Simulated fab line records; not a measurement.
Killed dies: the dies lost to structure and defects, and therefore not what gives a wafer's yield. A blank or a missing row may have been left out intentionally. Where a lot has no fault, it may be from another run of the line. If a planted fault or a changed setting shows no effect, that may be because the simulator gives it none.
Which tool did it? ; flow n5Finfet ; 8 lots, 24 wafers sampled, at 5 steps of a route of 1938

WHAT THE GAUGES READ, wafer by wafer
N5_BEOL_M10_OCD_MEAS_38.
lot;measured;on;trenchDepthNm (nm)
L270;day 13 08:48;ocd-02;143 149 141
L278;day 15 01:39;ocd-01;- - -
L275;day 15 04:38;ocd-02;- - -
L282;day 16 13:55;ocd-02;- - -
L280;day 16 21:21;ocd-01;151 149 149
L277;day 16 21:18;ocd-01;146 144 143
L283;day 18 03:14;ocd-01;153 146 146
L287;day 18 06:41;ocd-02;148 144 148

EACH LOT AND THE TOOL THAT RAN IT (in order: tool; ch and the chambers of the sampled wafers; start)
lot;N5_BEOL_M9_CMP_52;N5_BEOL_M10_DESCUM_16;N5_BEOL_M10_STRIP_67;N5_BEOL_M10_VIA_ETCH_34
L270;cmp-04 ch 0,2, day 13 02:55;rieDiel-04 ch 0,2, day 13 05:50;rieDiel-04 ch 0,2, day 13 06:04;rieDiel-03 ch 0,3, day 13 08:31
L278;cmp-01 ch 0,2, day 14 18:15;rieDiel-04 ch 0,1,3, day 14 22:16;rieDiel-04 ch 0,1,3, day 14 22:30;rieDiel-03 ch 1,2, day 15 01:22
L275;cmp-04 ch 1,2,3, day 14 23:53;rieDiel-04 ch 2,3, day 15 02:52;rieDiel-04 ch 2,3, day 15 03:06;rieDiel-01 ch 1,2, day 15 04:21
L282;cmp-01 ch 0,2,3, day 16 01:14;rieDiel-01 ch 0,1,3, day 16 06:02;rieDiel-01 ch 0,1,3, day 16 06:16;rieDiel-01 ch 0,1,3, day 16 13:37
L280;cmp-01 ch 1,2,3, day 16 14:30;rieDiel-04 ch 0,1,2, day 16 17:50;rieDiel-04 ch 0,1,2, day 16 18:04;rieDiel-01 ch 1,3, day 16 21:04
L277;cmp-03 ch 0,1, day 16 13:00;rieDiel-04 ch 0,3, day 16 17:35;rieDiel-04 ch 0,3, day 16 17:49;rieDiel-03 ch 1,2,3, day 16 21:01
L283;cmp-04 ch 0,3, day 17 21:10;rieDiel-04 ch 0,1,2, day 17 23:17;rieDiel-04 ch 0,1,2, day 17 23:32;rieDiel-03 ch 0,1, day 18 02:57
L287;cmp-01 ch 1,2, day 18 01:58;rieDiel-04 ch 1,2, day 18 04:23;rieDiel-04 ch 1,2, day 18 04:37;rieDiel-03 ch 1,3, day 18 06:23
- N5_BEOL_M9_CMP_52: polishes, stops on SiCOH lowk, t overpolish 7 s, target thk 140 nm.
- N5_BEOL_M10_DESCUM_16: chemistry O2, time 7.9 s.
- N5_BEOL_M10_STRIP_67: strips in CF4.
- N5_BEOL_M10_VIA_ETCH_34: etches SiCOH lowk in C4F6/O2, target depth 184.5 nm, time 69.2 s.

THE ANSWER, worked out from the rows above alone
Rule: what is usual is taken from the lots themselves. The widest of any qualifying gaps counts: lots, ordered by their means at a reading, are off when they make up no more than a third of the lots, leave a main group of 4 or more, and stand apart from it by 3 or more times the standard deviation of that group's means. The tables above print the reading to a certain number of digits; a main group whose means all agree to those digits is not used. A lot without any number at a reading at which 4 lots or more have one is off too. Where the step has rows for the other lots, those lots are counted as sound.
Off at N5_BEOL_M10_OCD_MEAS_38 (trenchDepthNm): L278, L275, L282. Without a number there: L278, L275, L282. Main group: mean 147 nm, sd 2.1.
A tool fits if, at a process step before that reading, it ran every lot that is off, and no sound lot after the first of them. Those tools and the gauges at N5_BEOL_M10_OCD_MEAS_38 are tried in the same way. None of those tried fits.

WHAT THE SIMULATOR HAD INSERTED
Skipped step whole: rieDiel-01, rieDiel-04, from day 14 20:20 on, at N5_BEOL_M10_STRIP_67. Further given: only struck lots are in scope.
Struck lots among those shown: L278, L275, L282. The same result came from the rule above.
